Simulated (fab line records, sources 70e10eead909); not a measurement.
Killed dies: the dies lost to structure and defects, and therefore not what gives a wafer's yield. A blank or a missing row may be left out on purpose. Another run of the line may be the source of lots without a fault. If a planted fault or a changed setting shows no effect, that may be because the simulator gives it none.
2 desks, one fault :: flow nand-harc :: only its own numbers are on each desk; what lay behind them is given at the end

## METROLOGY DESK
Lot by lot, what the gauges showed, no matter which tool ran the lot: averages of those sampled wafers that carry a number. If a lot's mean is further than 4 standard deviations from the usual mean, the lot is out of limits and carries the mark OUT (the distance appears in the brackets).
Columns: A = cd-nm at NHARC_P_ZERO_WELL_CD_MEAS_11, usual 500.6 nm; B = cd-nm at NHARC_P_GATE_CD_MEAS_26, usual 120.1 nm
lot: L427
first seen here: day 2 01:22
A: 499.9
B: 120.1

lot: L428
first seen here: day 2 07:19
A: 500.2
B: 119.5

lot: L429
first seen here: day 2 13:14
A: 500.4
B: 119.9

lot: L430
first seen here: day 2 19:14
A: 502.0
B: 119.5

lot: L431
first seen here: day 3 01:08
A: 500.7
B: 121.4

lot: L432
first seen here: day 3 07:14
A: 499.9
B: 120.1

lot: L433
first seen here: day 3 13:14
A: 502.5
B: 120.0

lot: L435
first seen here: day 4 01:14
A: 499.9
B: 120.1

lot: L439
first seen here: day 5 01:14
A: 500.6
B: 120.1

lot: L444
first seen here: day 6 07:11
A: 501.5
B: 120.4

lot: L445
first seen here: day 6 13:18
A: 501.7
B: 120.2

lot: L447
first seen here: day 7 01:09
A: 501.5
B: 120.4

lot: L448
first seen here: day 7 07:20
A: 500.6
B: 120.1
This desk's verdict: no lot among the 13 shows anything out of limits.

## AT THE TOOL OWNER'S DESK: rie-diel-05
The tool's own readings at NHARC_P_ZERO_WELL_ETCH_62 (etches the open film in CHF3/Ar, target depth 13 nm, time 6.5 s): means of the sampled wafers that have a number, for each lot that ran on this tool. If a lot's mean is further than 4 standard deviations from the usual mean, the lot is out of limits and carries the mark OUT (the distance appears in the brackets).
Columns: A = chamber-pressure-mTorr at NHARC_P_ZERO_WELL_ETCH_62, usual 25.002 mTorr; B = drypump-motor-current-A at NHARC_P_ZERO_WELL_ETCH_62, usual 5.7 A; C = oes-product-au at NHARC_P_ZERO_WELL_ETCH_62, usual 0.962 a.u.; D = rf-vpp-V at NHARC_P_ZERO_WELL_ETCH_62, usual 371.3 V; E = showerhead-plenum-p-Torr at NHARC_P_ZERO_WELL_ETCH_62, usual 2.37 Torr; F = throttle-valve-pct at NHARC_P_ZERO_WELL_ETCH_62, usual 20.217 %
lot: L427
first seen here: day 2 01:42
A: 24.991
B: 5.9
C: 0.963
D: 371.4
E: 2.38
F: 20.221

lot: L429
first seen here: day 2 13:35
A: 24.979
B: 5.6
C: 0.971
D: 372.0
E: 2.40
F: 20.221

lot: L431
first seen here: day 3 01:28
A: 25.003
B: 5.5
C: 0.950
D: 372.3
E: 2.43
F: 20.217

lot: L432
first seen here: day 3 07:35
A: 24.995
B: 5.4
C: 0.973
D: 372.7
E: 2.44
F: 20.211

lot: L433
first seen here: day 3 13:35
A: 25.010
B: 5.9
C: 0.961
D: 371.5
E: 2.36
F: 20.216

lot: L444
first seen here: day 6 07:33
A: 24.996
B: 5.7
C: 1.155 (+10) OUT
D: 372.4
E: 2.42
F: 20.205

lot: L445
first seen here: day 6 13:40
A: 24.995
B: 5.7
C: 1.168 (+11) OUT
D: 371.4
E: 2.40
F: 20.217
This desk's verdict: out of limits on L444, L445, starting with L444 at day 6 07:33 (oes-product-au at NHARC_P_ZERO_WELL_ETCH_62). Within limits: L427, L429, L431, L432, L433.

## TAKEN TOGETHER
The tool owner's desk could have raised an alarm at day 6 07:33, on L444, L445.
Metrology desk: nothing out of limits seen.
The metrology desk has L444, L445 on record, within its limits.
The lots listed all ran NHARC_P_ZERO_WELL_ETCH_62 on rie-diel-05.

## WHAT THE SIMULATOR HAD INSERTED
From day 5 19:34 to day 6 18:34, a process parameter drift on rie-diel-05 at NHARC_P_ZERO_WELL_ETCH_62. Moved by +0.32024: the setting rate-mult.
Lots struck among those shown: L444, L445.
Time in hours from fault onset to the first out-of-limits reading at each desk: the tool owner's desk, 12.
